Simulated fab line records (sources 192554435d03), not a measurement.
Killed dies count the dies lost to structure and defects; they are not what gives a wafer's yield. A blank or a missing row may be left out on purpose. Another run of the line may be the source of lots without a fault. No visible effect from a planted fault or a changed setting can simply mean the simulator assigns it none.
Comparing a struck lot with a sound one    flow n5-finfet    36 out of 1938 route steps
Sound: these wafers, L981.2, L981.3, L981.4. Wafers L990.2, L990.3, L990.6 were the ones struck. The cause comes at the end.
Order at every step that has rows: each side's tool, ch and its chambers, its first start. Under that, the readings that differ: sound wafers    struck wafers    difference of the means    sigmas: that difference in standard deviations of wafers without a fault.
alike: a reading whose means differ by less than 2 such deviations, as well as words and numbers matching on both sides. not compared: withheld readings; readings where some wafer has no value; bounds like >300 that might hide an equal value; numbers whose values overlap and for which the record gives no deviation.
Wherever a step has rows on one side only, a row that says differs or no value, or a row with sigmas, the two part there. When numbers do not overlap yet have no deviation, they are printed without sigmas and do not part them. A reading missing from all wafers of one side parts the sides only when that side holds two or more wafers.

first, 9 steps without rows for these wafers: N5_BEOL_M4_ANNEAL_95 (time 240 s); N5_BEOL_M4_SPUTTER_96 (material Cu, target thk 4.5 nm, time 8.29 s); N5_BEOL_M4_ECD_50 (material Cu, target thk 300 nm); N5_BEOL_M4_ANNEAL_51 (time 90 s); N5_BEOL_M4_CMP_52 (polishes, stops on SiOC, t overpolish 6.8 s, target thk 40 nm); N5_BEOL_M4_PRE_CLEAN_60 (time 15 s); N5_BEOL_M4_CO_CAP_55 (material Co, precursor CCTBA/H2, target thk 2 nm, time 102.1 s); N5_BEOL_M4_PRE_CLEAN_56 (time 15 s); N5_BEOL_M4_DEP_57 (deposits SiCN from 3MS/NH3, target thk 8 nm, time 14 s).
N5_BEOL_M4_RC_MEAS_101:
  sound on prober-02 ch 0, day 10 18:32; struck on prober-02 ch 0, day 14 05:29
  alike: DIBL_N, DIBL_P, IOFF_N, IOFF_P, ION_N, ION_P, SS_N, SS_P, VT_N, VT_P
then, 24 steps without rows for these wafers: N5_BEOL_M5_ILD_DEP_00 (deposits SiCOH lowk from DEMS/porogen, target thk 140.64 nm, time 25.9 s); N5_BEOL_M5_CURE_79 (cures SiCOH lowk, time 240 s); N5_BEOL_M5_PECVD_70 (deposits SiO2 from TEOS/O2, target thk 16 nm, time 18 s); N5_BEOL_M5_HM_DEP_02 (deposits TiN, target thk 20 nm); N5_BEOL_M5_COAT_59 (time 60 s, resist thk 60 nm); N5_BEOL_M5_COAT_60 (time 60 s, resist thk 12 nm); N5_BEOL_M5_COAT_71 (time 60 s, resist thk 5 nm); N5_BEOL_M5_COAT_05 (resist thk 30 nm); N5_BEOL_M5_EBR_07; N5_BEOL_M5_SOFTBAKE_06 (time 60 s); N5_BEOL_M5_EXPOSE_08 (exposes mask M5, target cd 28 nm); N5_BEOL_M5_PEB_09 (peb time 60 s); N5_BEOL_M5_DEVELOP_10 (develop time 30 s); N5_BEOL_M5_DESCUM_16 (chemistry O2, time 7 s); N5_BEOL_M5_ETCH_72 (etches underlayer in N2/H2, target depth 6.5 nm, time 5.2 s); N5_BEOL_M5_ETCH_61 (etches SiARC in CF4, target depth 15.6 nm, time 26 s); N5_BEOL_M5_ETCH_62 (etches SOC in N2/H2, target depth 75 nm, overetch 15 nm, time 112.5 s); N5_BEOL_M5_STRIP_63 (strips in N2/H2); N5_BEOL_M5_STRIP_73 (strips in N2/H2); N5_BEOL_M5_STRIP_64 (strips in CF4); N5_BEOL_M5_HM_OPEN_17 (chemistry Cl2/BCl3, target TiN, target depth 20 nm, overetch 6 nm); N5_BEOL_M5_STRIP_19 (strips in O2); N5_BEOL_M5_COAT_65 (time 60 s, resist thk 60 nm); N5_BEOL_M5_COAT_66 (time 60 s, resist thk 12 nm).
N5_BEOL_M7_CVD_78: deposits Co from CCTBA/H2, target thk 2 nm, time 142.3 s.
  sound on cvd-co-01 ch 0,1, day 12 04:37; struck on cvd-co-02 ch 0,1, day 15 11:10
  no value came back on the struck wafers for chamber-pressure-Torr (Torr), run-length-s (s); on the sound wafers chamber-pressure-Torr (Torr) reads 29.99 30.08 29.99
-- record jumps: 3 days separate the struck wafers' starts on either side; left off in module BEOL_M7, taken up again in module PASSIVATION, whose first shown step is the route's number 1936 --
N5_PASSIVATION_PROBE_49:
  sound on prober-02 at day 15 01:08; struck on prober-02 at day 18 10:42
reading                   sound           struck          difference  sigmas
defect-limited-yield (%)  90.8 91.1 90.7  18.6 16.8 16.0  -73.7       -57
killed_at_M4_up           15 13 18        869 909 905     +879        +99 or more
killed-dies               109 105 110     960 982 991     +870        +58
killed-on-rim             11 16 13        115 96 114      +95         +24
sort_bin_5_function (%)   5.0 5.8 5.3     68.2 70.1 70.1  +64.1       +79
sort_bin_6_memory (%)     3.9 2.6 3.9     13.1 13.1 13.5  +9.8        +15
sort-n-pass               1071 1075 1070  220 198 189     -870        -58
sort-yield-pct (%)        90.8 91.1 90.7  18.6 16.8 16.0  -73.7       -57
  alike: killed_at_M0_to_M3, killed-at-contacts, killed-at-front-end, killed-at-other, killed-open, killed-short

== WHERE THEY PART ==
Earliest at N5_BEOL_M7_CVD_78; latest, in this record, at N5_PASSIVATION_PROBE_49.

WHY: what had been put in by the simulator
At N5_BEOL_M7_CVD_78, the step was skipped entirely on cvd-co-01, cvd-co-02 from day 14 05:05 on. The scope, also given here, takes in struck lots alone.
